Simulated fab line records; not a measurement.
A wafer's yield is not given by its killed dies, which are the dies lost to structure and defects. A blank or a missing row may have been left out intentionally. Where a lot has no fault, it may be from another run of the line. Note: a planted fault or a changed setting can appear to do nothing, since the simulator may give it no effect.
Matching of chambers + flow n5_finfet + N5_BEOL_M5_ETCH_72 on rie_diel-02: 4 sister chambers
The step etches underlayer in N2/H2, target depth 6.5 nm, time 5.2 s. 20 wafers are shown with their chamber, then 10 later ones without.

WAFERS, EACH WITH ITS CHAMBER
| wafer  | chamber | showerhead_plenum_p_Torr (Torr) | drypump_motor_current_A (A) | throttle_valve_pct (%) |
|--------|---------|---------------------------------|-----------------------------|------------------------|
| L077.2 | 0       | 2.65                            | 5.1                         | 18.04                  |
| L077.3 | 2       | 2.47                            | 6.5                         | 18.20                  |
| L077.6 | 2       | 2.47                            | 6.5                         | 18.21                  |
| L079.1 | 3       | 2.67                            | 5.9                         | 17.25                  |
| L079.2 | 0       | 2.65                            | 5.1                         | 18.03                  |
| L079.3 | 2       | 2.47                            | 6.5                         | 18.21                  |
| L079.4 | 1       | 2.71                            | 5.7                         | 17.73                  |
| L079.5 | 2       | 2.46                            | 6.6                         | 18.19                  |
| L079.6 | 3       | 2.67                            | 5.9                         | 17.28                  |
| L081.2 | 2       | 2.46                            | 6.5                         | 18.19                  |
| L081.3 | 0       | 2.65                            | 5.1                         | 18.06                  |
| L081.4 | 3       | 2.67                            | 5.9                         | 17.27                  |
| L083.1 | 0       | 2.65                            | 5.1                         | 18.04                  |
| L083.2 | 2       | 2.46                            | 6.5                         | 18.23                  |
| L083.3 | 3       | 2.67                            | 5.8                         | 17.31                  |
| L083.4 | 1       | 2.71                            | 5.7                         | 17.75                  |
| L083.5 | 0       | 2.65                            | 5.1                         | 18.08                  |
| L083.6 | 3       | 2.67                            | 5.9                         | 17.29                  |
| L084.1 | 2       | 2.46                            | 6.5                         | 18.23                  |
| L084.5 | 0       | 2.65                            | 5.1                         | 18.06                  |

SIGNATURES, as means of the wafers listed above
| reading                  | chamber 0 | chamber 1 | chamber 2 | chamber 3 | scatter within a chamber |
|--------------------------|-----------|-----------|-----------|-----------|--------------------------|
| showerhead_plenum_p_Torr | 2.6500    | 2.7100    | 2.4643    | 2.6700    | 0.00327                  |
| drypump_motor_current_A  | 5.100     | 5.700     | 6.514     | 5.880     | 0.0322                   |
| throttle_valve_pct       | 18.0517   | 17.7400   | 18.2086   | 17.2800   | 0.0187                   |
Rule: for each reading, subtract the chamber's mean from the wafer's reading, divide by that reading's scatter and square the result; add these up over the readings and take the root, which gives the wafer's distance from the chamber. The wafer belongs to the nearest chamber; if the next one is less than 2 further off, it can't be placed. The scatter is the square root of a quotient: the sum, over the shown wafers, of each reading's squared deviation from its chamber's mean, divided by wafers minus chambers.

WAFERS WITHOUT THEIR CHAMBER
| wafer  | showerhead_plenum_p_Torr (Torr) | drypump_motor_current_A (A) | throttle_valve_pct (%) |
|--------|---------------------------------|-----------------------------|------------------------|
| L084.6 | 2.71                            | 5.6                         | 17.75                  |
| L088.1 | 2.64                            | 5.1                         | 18.08                  |
| L088.2 | 2.46                            | 6.5                         | 18.23                  |
| L088.6 | 2.46                            | 6.5                         | 18.25                  |
| L096.1 | 2.70                            | 5.6                         | 17.81                  |
| L096.2 | 2.45                            | 6.5                         | 18.24                  |
| L096.5 | 2.69                            | 5.6                         | 17.79                  |
| L095.2 | 2.69                            | 5.7                         | 17.79                  |
| L095.3 | 2.45                            | 6.5                         | 18.22                  |
| L095.5 | 2.69                            | 5.6                         | 17.79                  |

THE CHAMBER EACH PASSED THROUGH
| wafer  | from the rows above | in truth |
|--------|---------------------|----------|
| L084.6 | 1                   | 1        |
| L088.1 | 0                   | 0        |
| L088.2 | 2                   | 2        |
| L088.6 | 2                   | 2        |
| L096.1 | 1                   | 1        |
| L096.2 | 2                   | 2        |
| L096.5 | 1                   | 1        |
| L095.2 | 1                   | 1        |
| L095.3 | 2                   | 2        |
| L095.5 | 1                   | 1        |
Correctly placed: 10 of 10. Not placeable from these rows: 0. Wrongly placed: 0.
